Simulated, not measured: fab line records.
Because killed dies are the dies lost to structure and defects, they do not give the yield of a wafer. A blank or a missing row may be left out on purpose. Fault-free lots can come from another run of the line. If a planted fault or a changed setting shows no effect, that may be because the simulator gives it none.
Chamber matching :: flow n5-finfet :: N5_DUMMY_GATE_STRIP_41 on rie-diel-01 has 4 sister chambers
The step strips in O2. 8 wafers are shown with their chamber, then 9 later ones without.

== EACH WAFER AND ITS CHAMBER ==
wafer: L082.2
chamber: 0
showerhead-plenum-p-Torr (Torr): 1.95
throttle-valve-pct (%): 16.40

wafer: L082.3
chamber: 1
showerhead-plenum-p-Torr (Torr): 2.18
throttle-valve-pct (%): 16.83

wafer: L082.4
chamber: 3
showerhead-plenum-p-Torr (Torr): 2.07
throttle-valve-pct (%): 16.69

wafer: L082.5
chamber: 0
showerhead-plenum-p-Torr (Torr): 1.95
throttle-valve-pct (%): 16.40

wafer: L082.6
chamber: 3
showerhead-plenum-p-Torr (Torr): 2.07
throttle-valve-pct (%): 16.68

wafer: L084.1
chamber: 2
showerhead-plenum-p-Torr (Torr): 2.11
throttle-valve-pct (%): 16.53

wafer: L084.5
chamber: 2
showerhead-plenum-p-Torr (Torr): 2.10
throttle-valve-pct (%): 16.55

wafer: L084.6
chamber: 1
showerhead-plenum-p-Torr (Torr): 2.17
throttle-valve-pct (%): 16.84

== WAFERS WITH NO CHAMBER GIVEN ==
wafer: L085.2
showerhead-plenum-p-Torr (Torr): 1.95
throttle-valve-pct (%): 16.40

wafer: L085.3
showerhead-plenum-p-Torr (Torr): 2.17
throttle-valve-pct (%): 16.85

wafer: L085.4
showerhead-plenum-p-Torr (Torr): 2.07
throttle-valve-pct (%): 16.69

wafer: L087.2
showerhead-plenum-p-Torr (Torr): 2.07
throttle-valve-pct (%): 16.69

wafer: L087.4
showerhead-plenum-p-Torr (Torr): 2.17
throttle-valve-pct (%): 16.86

wafer: L087.6
showerhead-plenum-p-Torr (Torr): 2.10
throttle-valve-pct (%): 16.54

wafer: L093.1
showerhead-plenum-p-Torr (Torr): 2.17
throttle-valve-pct (%): 16.88

wafer: L093.2
showerhead-plenum-p-Torr (Torr): 1.94
throttle-valve-pct (%): 16.42

wafer: L093.5
showerhead-plenum-p-Torr (Torr): 2.17
throttle-valve-pct (%): 16.87

== WHICH CHAMBER EACH ONE RAN IN ==
wafer: L085.2
from the rows above: 0
in truth: 0

wafer: L085.3
from the rows above: 1
in truth: 1

wafer: L085.4
from the rows above: 3
in truth: 3

wafer: L087.2
from the rows above: 3
in truth: 3

wafer: L087.4
from the rows above: 1
in truth: 1

wafer: L087.6
from the rows above: 2
in truth: 2

wafer: L093.1
from the rows above: 1
in truth: 1

wafer: L093.2
from the rows above: 0
in truth: 0

wafer: L093.5
from the rows above: 1
in truth: 1
9 of 9 placed correctly. Not placeable from these rows: 0. 0 placed wrongly.
How it was worked out, from the rows above alone: a wafer's distance from a chamber is the root of the sum, over the readings, of the square of ((its reading less the chamber's mean) divided by the reading's scatter). The wafer belongs to the nearest chamber; if the next one is less than 2 further off, it can't be placed. The mean given for a chamber averages the wafers shown for that chamber. The scatter: take each reading less its chamber's mean, square it, sum over the shown wafers, divide by the number of wafers less the number of chambers, and take the root.
